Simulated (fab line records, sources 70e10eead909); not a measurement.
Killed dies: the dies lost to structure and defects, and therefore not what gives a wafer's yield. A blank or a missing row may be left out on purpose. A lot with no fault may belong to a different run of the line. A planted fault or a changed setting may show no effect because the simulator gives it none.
Chamber matching -- flow nand_harc -- 4 sister chambers for NHARC_A_STAIRCASE_TRIM_12 on rie_diel-13
The step chemistry O2, time 211.2 s. 4 wafers are shown with their chamber, then 10 later ones without.

## WAFERS WITH THEIR CHAMBER
wafer,chamber,drypump_motor_current_A (A)
L085.3,0,5.4
L088.5,1,5.4
L090.2,3,5.8
L090.5,2,5.5

## WAFERS WHOSE CHAMBER IS MISSING
wafer,drypump_motor_current_A (A)
L090.6,5.8
L092.2,5.8
L092.3,5.4
L092.6,5.4
L093.2,5.3
L093.3,5.5
L093.5,5.5
L095.1,5.8
L095.2,5.3
L095.4,5.4

## EACH ONE'S CHAMBER
wafer,from the rows above,in truth
L090.6,3,3
L092.2,3,3
L092.3,can't be placed: 0 or 1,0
L092.6,can't be placed: 0 or 1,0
L093.2,can't be placed: 0 or 1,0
L093.3,2,2
L093.5,2,2
L095.1,3,3
L095.2,can't be placed: 0 or 1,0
L095.4,can't be placed: 0 or 1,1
Correctly placed: 5 of 10. Not placeable from these rows: 5 (in 5, the candidates include the true chamber). Wrongly placed: 0.
How it was worked out, from the rows above alone: a wafer's distance from a chamber is the root of the sum, over the readings, of the square of ((its reading less the chamber's mean) divided by the reading's scatter). The wafer belongs to the nearest chamber; if the next one is less than 2 further off, it can't be placed. For every chamber, the mean is computed from those of its wafers that are shown. The scatter (one wafer shown for each chamber): square how far every hidden wafer sits from the nearest shown wafer, average those squares and take the square root.
